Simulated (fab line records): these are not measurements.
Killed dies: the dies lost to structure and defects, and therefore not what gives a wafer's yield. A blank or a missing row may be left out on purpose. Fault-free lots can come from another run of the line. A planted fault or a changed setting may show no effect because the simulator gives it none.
One fault through the eyes of 2 desks / flow nand harc / each desk has only its own numbers; what lay behind them comes last

FOR THE TOOL OWNER'S DESK: pecvd onon-04
The tool's own readings at NHARC_A_ONON_D1_DEP_16 (target thk 1000 nm): means of the sampled wafers that have a number, for each lot that ran on this tool. Marked OUT: a lot whose mean sits more than 4 standard deviations from the usual mean, which makes it out of limits; the brackets give that distance.
Columns: A = nh3 flow sccm at NHARC_A_ONON_D1_DEP_16, usual 500.0 sccm
lot=L505; first seen here=day 8 20:36; A=500.0
lot=L509; first seen here=day 9 11:35; A=499.0
lot=L514; first seen here=day 11 16:49; A=499.6
lot=L515; first seen here=day 11 17:20; A=500.9
lot=L519; first seen here=day 12 03:40; A=502.0
Result from this desk: across the 5 lots, nothing is out of limits.

AT THE METROLOGY DESK
What the gauges read for every lot (on any tool): the sampled wafers with a number, averaged. Marked OUT: a lot whose mean sits more than 4 standard deviations from the usual mean, which makes it out of limits; the brackets give that distance.
Columns: A = cd nm at NHARC_P_BONDPAD_CD_MEAS_13, usual 498.9 nm; B = thk nm at NHARC_A_ONON_D1_THK_MEAS_18, usual 1001 nm
lot=L503; first seen here=day 6 19:02; A=497.7; B=999
lot=L505; first seen here=day 7 05:41; A=499.3; B=986
lot=L506; first seen here=day 7 06:01; A=498.9; B=1001
lot=L508; first seen here=day 8 00:15; A=499.6; B=1010
lot=L509; first seen here=day 8 01:16; A=497.5; B=1005
lot=L512; first seen here=day 8 19:07; A=497.8; B=1006
lot=L515; first seen here=day 9 17:08; A=498.7; B=1409 (+47) OUT
lot=L514; first seen here=day 9 17:11; A=498.9; B=1191 (+22) OUT
lot=L513; first seen here=day 9 17:25; A=498.1; B=980
lot=L519; first seen here=day 10 16:20; A=496.7; B=1419 (+48) OUT
lot=L521; first seen here=day 11 00:25; A=499.1; B=1010
lot=L520; first seen here=day 11 00:34; A=497.2; B=1002
lot=L522; first seen here=day 11 07:34; A=498.0; B=996
lot=L523; first seen here=day 11 12:22; A=498.5; B=1012
This desk finds L514, L515, L519 out of limits, L514 being first, at day 11 17:19 (thk nm at NHARC_A_ONON_D1_THK_MEAS_18). In limits: L503, L505, L506, L508, L509, L512, L513, L521, L520, L522, L523.

PUT TOGETHER
L514, L515, L519 would have let the metrology desk raise an alarm at day 11 17:19.
The tool owner's desk saw nothing out of limits.
Tool owner's desk: L514, L515, L519 on record, inside its limits.
Of the lots named, all ran NHARC_A_ONON_D1_DEP_16 on pecvd onon-04.

WHAT THE SIMULATOR PUT IN
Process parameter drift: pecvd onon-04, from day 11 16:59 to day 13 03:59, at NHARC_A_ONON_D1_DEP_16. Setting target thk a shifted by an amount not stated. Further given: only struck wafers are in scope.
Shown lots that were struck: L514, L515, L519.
Per desk, hours elapsed from the start of the fault to the first reading out of limits: for the metrology desk, 0.
